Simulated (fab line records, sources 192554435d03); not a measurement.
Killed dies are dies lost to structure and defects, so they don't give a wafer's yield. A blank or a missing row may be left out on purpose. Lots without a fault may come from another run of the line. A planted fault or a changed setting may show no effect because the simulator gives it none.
fab line records | flow n5_finfet
record lots=5 wafers=15 last_day=17
route steps=1938 shown BEOL_M2@848 BEOL_M4@1111
lots that met no fault: from a run of the same line without faults
start_h: hours from the record's first day to the start of the lot's first wafer shown | wait_h: hours since the lot's step before | " the same as in the row above | L1.1+2: a row that stands for several wafers | - no value, or no start given | * or withheld: withheld | < > ~ a bound
route shown NAME@n: a module of which the file shows steps, and the number in the route of the first | usual: mean/standard deviation of fault-free wafers | same: alike in all rows | chamber/n: place in a boat | sites: the reading at each site | _std_site: their standard deviation | _edge_site: outer sites' mean less inner sites' | radius_mm: how far each site lies from the wafer's centre | mask NAME#n: copy n | behind: the tool/chamber that last shaped the wafer | hold: why the lot was held/for how many hours/how that ended | device: the transistor (n, p or np) that didn't switch | end of line: the same wafers' tests at the end of the route | a step without rows: its recipe alone | killed: dies lost to structure and defects at the first sort, not the wafer's yield | map: a wafer's dies, x killed, . not, _ none there
set.NAME: the setting as run; set.NAME@STEP: as run at that earlier step | model.NAME: the simulator's own value behind a step, which no gauge read
lots at some steps of the route; a table a step, a row a wafer
services: from which hour (start_h, from the record's first day; less than 0 if before it) a tool's chamber was out of use, for how many hours, and why
## steps
# step N5_BEOL_M2_COAT_05
# recipe resist=CAR-EUV spin_rpm=1500 resist_thk_nm=30
# step N5_BEOL_M2_EBR_07
# recipe solvent=PGMEA ebr_width_mm=1.5
# step N5_BEOL_M2_SOFTBAKE_06
# recipe temp_c=110 time_s=60 resist=CAR-EUV
# step N5_BEOL_M2_EXPOSE_08
# recipe mask_id=M2 na=0.33 source_shape=dipole sigma_inner=0.369 sigma_outer=0.767 polarization=unpolarized dose_mj=41.25
# step N5_BEOL_M2_PEB_09
# recipe peb_temp_c=100 peb_time_s=60 resist=CAR-EUV
# step N5_BEOL_M2_DEVELOP_10
# recipe develop_time_s=30 developer=TMAH resist=CAR-EUV rinse_liquid=surfactant_rinse dry=air_spin dev_temp_c=23
# step N5_BEOL_M2_DESCUM_16
# recipe chemistry=O2 time_s=7 source_power_w=50 bias_power_w=20 pressure_mtorr=20 rf_frequency_hz=2.712e+07 temp_c=40 resist=CAR-EUV o2_flow_sccm=225
# step N5_BEOL_M2_ETCH_74
# recipe chemistry=N2/H2 target=underlayer target_depth_a=65 mask_material=CAR-EUV time_s=5.2 ion_energy_ev=200 pressure_mtorr=30 source_w=840 bias_w=150 n2_flow_sccm=200 h2_flow_sccm=200 ends=cleared
# step N5_BEOL_M2_ETCH_63
# recipe chemistry=CF4 target=SiARC target_depth_a=156 mask_material=CAR-EUV time_s=26 ion_energy_ev=80 pressure_mtorr=40 source_w=545 bias_w=36 Ar_flow_sccm=100 cf4_flow_sccm=100 ends=cleared
# step N5_BEOL_M2_ETCH_64
# recipe chemistry=N2/H2 target=SOC target_depth_a=750 overetch_a=225 mask_material=SiARC temp_c=40 time_s=121.9 ion_energy_ev=200 pressure_mtorr=30 source_w=840 bias_w=150 n2_flow_sccm=200 h2_flow_sccm=200
# usual drypump_motor_current_A=5.9/0.47 n2_flow_sccm=200.0/0.66 oes_product_au=0.59/0.058 rf_vpp_V=524.2/2.7 showerhead_plenum_p_Torr=2.55/0.097 throttle_valve_pct=17.71/0.28
# columns lot.wafer tool chamber start_h wait_h drypump_motor_current_A n2_flow_sccm oes_product_au rf_hours_counter_h rf_vpp_V showerhead_plenum_p_Torr throttle_valve_pct model.SiARC_of_BEOL_M2_COAT_62.thk_nm
L735.1 rie_diel-03 1 214.39 0.0 5.7 200.1 0.59 113 527.5 2.66 17.35 6.4
L735.3 " 0 " " 6.3 199.8 0.67 39 523.3 2.48 17.57 6.4
L735.6 " 3 " " 6.3 200.6 0.59 - 523.1 2.44 17.62 6.4
L741.1 rie_diel-03 1 238.37 0.0 5.7 199.4 0.59 122 526.8 2.65 17.37 6.4
L741.4 " 3 " " 6.3 200.5 0.57 148 520.9 2.43 17.66 6.4
L741.5 " 3 " " 6.3 200.5 0.56 - 520.8 2.43 17.64 6
L740.4 rie_diel-03 1 239.61 0.0 5.7 201.2 0.59 122 527.3 2.65 17.36 6.6
L740.5 " 3 " " 6.3 200.4 0.56 - 522.0 2.43 17.65 6
L740.6 " 0 " " 6.3 199.6 0.66 - 521.2 2.47 17.62 6.4
L742.3 rie_diel-03 1 245.07 0.0 5.7 200.3 0.56 124 527.1 2.65 17.37 5.8
L742.4 " 3 " " 6.3 199.7 0.57 150 521.3 2.43 17.65 6.2
L742.5 " 0 " " 6.3 198.2 0.63 - 522.5 2.47 17.59 5.8
L746.1 rie_diel-01 1 276.71 0.0 6.1 199.2 0.53 229 521.1 2.41 17.71 6.6
L746.2 " 0 " " 5.5 199.9 0.67 30 524.9 2.60 17.21 6.4
L746.3 " 2 " " 5.4 200.7 0.59 108 527.0 2.67 17.64 6.2
# step N5_BEOL_M2_STRIP_65
# recipe chemistry=N2/H2 temp_c=40 n2_flow_sccm=200 h2_flow_sccm=200 rf_frequency_hz=6e+07
# step N5_BEOL_M2_STRIP_75
# recipe chemistry=N2/H2 temp_c=40 n2_flow_sccm=200 h2_flow_sccm=200 rf_frequency_hz=6e+07
# step N5_BEOL_M2_STRIP_66
# recipe chemistry=CF4 resist=SiARC power_w=300 bias_power_w=75 pressure_mtorr=50 cf4_flow_sccm=150 rf_frequency_hz=6e+07
# step N5_BEOL_M2_HM_OPEN_17
# recipe chemistry=Cl2/BCl3 target_depth_a=200 overetch_a=60 target=TiN mask_material=SOC ion_energy_ev=150 pressure_mtorr=10 icp_w=1000 bias_w=126 Cl2_flow_sccm=53.25 bcl3_flow_sccm=21.75 Ar_flow_sccm=25
# usual drypump_motor_current_A=5.8/0.47 oes_product_au=0.66/0.06 throttle_valve_pct=22.03/0.065
# columns lot.wafer tool chamber start_h wait_h drypump_motor_current_A oes_product_au rf_hours_counter_h throttle_valve_pct model.etch.depth_nm
L735.1 rie_metal-03 1 214.56 0.0 5.7 0.58 78 22.06 19.62
L735.3 " 0 " " 5.2 0.73 - 22.06 19.57
L735.6 " 1 " " 5.7 0.58 - 22.06 19.39
L741.1 rie_metal-03 1 238.54 0.0 5.7 0.59 79 22.05 20.09
L741.4 " 1 " " 5.7 0.59 - 22.05 20.21
L741.5 " 1 " " 5.7 0.58 - 22.07 19.31
L740.4 rie_metal-03 1 239.81 0.1 5.7 0.59 - 22.04 19.9
L740.5 " 0 " " 5.2 0.70 - 22.06 19.08
L740.6 " 1 " " 5.7 0.59 - 22.06 19.91
L742.3 rie_metal-03 1 245.27 0.1 5.6 0.57 - 22.08 19.19
L742.4 " 0 " " 5.2 0.72 - 22.04 19.96
L742.5 " 0 " " 5.2 0.71 - 22.06 19.26
L746.1 rie_metal-03 0 276.88 0.0 5.2 0.71 17 22.07 19.54
L746.2 " 1 " " 5.7 0.58 82 22.07 19.63
L746.3 " 1 " " 5.7 0.58 - 22.06 19.69
# step N5_BEOL_M2_STRIP_19
# recipe chemistry=O2 power_w=400 temp_c=40 pressure_mtorr=30 rf_frequency_hz=6e+07 bias_power_w=0 overash_fraction=0.2 o2_flow_sccm=225
# step N5_BEOL_M4_RC_MEAS_101
# usual DIBL_N=36.3/1.4 DIBL_P=35.7/1.5 IOFF_N=0.155/0.022 IOFF_P=0.204/0.027 ION_N=671/9 ION_P=459/6.2 SS_N=71.5/0.54 SS_P=73.1/0.56 VT_N=250.2/2.6 VT_P=-251/3.3
# columns lot.wafer tool chamber start_h wait_h DIBL_N[mV/V] DIBL_P[mV/V] IOFF_N[nA/um] IOFF_P[nA/um] ION_N[uA/um] ION_P[uA/um] SS_N[mV/dec] SS_P[mV/dec] VT_N[mV] VT_P[mV]
L735.1 prober-01 0 256.78 0.0 35.5 36.7 0.145 0.187 664 450 71.7 72.7 250.9 -253
L735.3 " 0 " " 35.4 36.0 0.151 0.178 672 458 71.2 72.8 249.7 -254
L735.6 " 0 " " 34.0 35.1 0.126 0.166 662 452 71.0 72.9 252.4 -254
L741.1 prober-01 0 274.32 0.0 35.4 35.2 0.139 0.192 674 453 71.2 73.7 252.0 -251
L741.4 " 0 " " 38.4 37.3 0.197 0.237 677 459 72.3 73.3 249.3 -250
L741.5 " 0 " " 34.9 34.4 0.131 0.195 666 458 71.2 72.7 251.6 -250
L740.4 prober-01 0 280.43 0.5 38.0 37.0 0.169 0.237 677 462 71.2 73.1 248.3 -249
L740.5 " 0 " " 39.3 38.5 0.190 0.263 682 466 71.4 74.4 247.2 -248
L740.6 " 0 " " 38.9 38.2 0.177 0.254 675 462 71.7 73.8 249.5 -246
L742.3 prober-02 0 285.27 0.3 36.9 36.8 0.151 0.197 663 456 72.1 72.8 251.0 -252
L742.4 " 0 " " 36.3 36.5 0.154 0.206 656 457 71.2 72.5 252.0 -252
L742.5 " 0 " " 36.3 36.8 0.152 0.217 661 466 71.6 73.3 250.8 -250
L746.1 prober-01 0 307.18 0.0 36.2 35.0 0.150 0.181 667 449 71.7 72.0 252.0 -255
L746.2 " 0 " " 36.1 34.8 0.150 0.182 665 453 71.3 72.3 251.1 -255
L746.3 " 0 " " 35.6 35.9 0.145 0.186 670 461 71.3 72.7 251.7 -253
## services
# columns tool chamber start_h hours kind
rie_metal-03 - 205.01 2.8 pm
rie_diel-01 0 225.59 5.0 repair
rie_diel-01 1 246.01 6.7 repair
rie_metal-03 - 259.33 0.2 repair
## key
first_sign none at tools or gauges
model_effect step=N5_BEOL_M2_ETCH_64 value=SiARC_of_BEOL_M2_COAT_62.thk_nm without=6.35 struck=5.9
model_effect step=N5_BEOL_M2_HM_OPEN_17 value=etch.depth_nm without=20.11 struck=19.21
met_at N5_BEOL_M2_ETCH_64
struck_wafers L740.5,L741.5,L742.3,L742.5
onset_between 214.39 238.37
fault kind=process_parameter_drift tool=rie_diel-03 chamber=- onset_h=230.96 steps=N5_BEOL_M2_ETCH_64 channel=time_s offset=* shape=step end_h=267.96 scope=struck_wafers_only acts_in=* stated=*
